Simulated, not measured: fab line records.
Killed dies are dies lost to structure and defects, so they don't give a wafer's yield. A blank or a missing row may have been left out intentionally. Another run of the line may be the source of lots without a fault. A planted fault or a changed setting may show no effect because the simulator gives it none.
Matching of chambers | flow n5Finfet | rieDiel-03 running N5_BEOL_M1_DESCUM_33: 4 sister chambers
The step chemistry O2, time 7 s. 27 wafers are shown with their chamber, then 12 later ones without.

== WAFERS PAIRED WITH THEIR CHAMBERS ==
wafer  | chamber | showerheadPlenumPTorr (Torr) | drypumpMotorCurrentA (A) | rfVppV (V)
L074.1 | 2       | 2.01                         | 5.5                      | 242.2
L074.2 | 1       | 2.11                         | 5.8                      | 243.6
L074.3 | 3       | 2.19                         | 5.2                      | 244.7
L074.4 | 0       | 2.19                         | 5.6                      | 245.1
L074.5 | 1       | 2.11                         | 5.8                      | 242.2
L074.6 | 0       | 2.19                         | 5.7                      | 244.4
L075.3 | 0       | 2.19                         | 5.6                      | 245.7
L075.4 | 3       | 2.19                         | 5.3                      | 243.6
L075.6 | 1       | 2.11                         | 5.7                      | 243.8
L076.1 | 3       | 2.19                         | 5.3                      | 244.9
L076.2 | 0       | 2.19                         | 5.7                      | 243.6
L076.5 | 2       | 2.01                         | 5.4                      | 241.5
L077.2 | 2       | 2.01                         | 5.5                      | 241.1
L077.5 | 3       | 2.19                         | 5.2                      | 244.4
L077.6 | 0       | 2.19                         | 5.7                      | 243.9
L080.1 | 1       | 2.10                         | 5.7                      | 244.6
L080.2 | 0       | 2.19                         | 5.7                      | 245.0
L080.4 | 3       | 2.19                         | 5.2                      | 242.9
L083.3 | 2       | 2.01                         | 5.5                      | 242.1
L083.4 | 3       | 2.19                         | 5.3                      | 244.8
L083.5 | 0       | 2.19                         | 5.7                      | 245.3
L084.1 | 1       | 2.10                         | 5.8                      | 242.9
L084.2 | 3       | 2.19                         | 5.2                      | 243.4
L084.3 | 2       | 2.01                         | 5.5                      | 241.7
L084.4 | 2       | 2.01                         | 5.5                      | 241.4
L084.5 | 1       | 2.10                         | 5.8                      | 242.7
L084.6 | 3       | 2.19                         | 5.3                      | 243.8

SIGNATURES, as means of the wafers listed above
reading               | chamber 0 | chamber 1 | chamber 2 | chamber 3 | scatter within a chamber
showerheadPlenumPTorr | 2.1900    | 2.1050    | 2.0100    | 2.1900    | 0.00255
drypumpMotorCurrentA  | 5.671     | 5.767     | 5.483     | 5.250     | 0.0493
rfVppV                | 244.714   | 243.300   | 241.667   | 244.062   | 0.724
Rule: for each reading, subtract the chamber's mean from the wafer's reading, divide by that reading's scatter and square the result; add these up over the readings and take the root, which gives the wafer's distance from the chamber. If the next closest chamber is less than 2 further off than the closest, the wafer can't be placed; otherwise it belongs to the closest. How the scatter is found: for the shown wafers, subtract from each reading the mean of its chamber, square and add these, divide the total by (wafers less chambers), then take the root.

== WAFERS WHOSE CHAMBER IS MISSING ==
wafer  | showerheadPlenumPTorr (Torr) | drypumpMotorCurrentA (A) | rfVppV (V)
L087.3 | 2.00                         | 5.5                      | 241.9
L087.4 | 2.10                         | 5.7                      | 243.1
L087.5 | 2.18                         | 5.7                      | 243.7
L088.1 | 2.10                         | 5.8                      | 242.7
L088.3 | 2.00                         | 5.5                      | 241.4
L088.5 | 2.00                         | 5.5                      | 241.0
L093.2 | 2.00                         | 5.5                      | 241.2
L093.4 | 2.18                         | 5.3                      | 244.6
L093.5 | 2.09                         | 5.7                      | 243.3
L095.2 | 2.09                         | 5.7                      | 242.7
L095.3 | 2.18                         | 5.6                      | 244.0
L095.5 | 2.18                         | 5.3                      | 242.7

== CHAMBER TAKEN BY EACH ==
wafer  | from the rows above | in truth
L087.3 | 2                   | 2
L087.4 | 1                   | 1
L087.5 | 0                   | 0
L088.1 | 1                   | 1
L088.3 | 2                   | 2
L088.5 | 2                   | 2
L093.2 | 2                   | 2
L093.4 | 3                   | 3
L093.5 | 1                   | 1
L095.2 | 1                   | 1
L095.3 | 0                   | 0
L095.5 | 3                   | 3
12 of 12 placed correctly. Can't be placed from these rows: 0. Placed wrongly: 0.
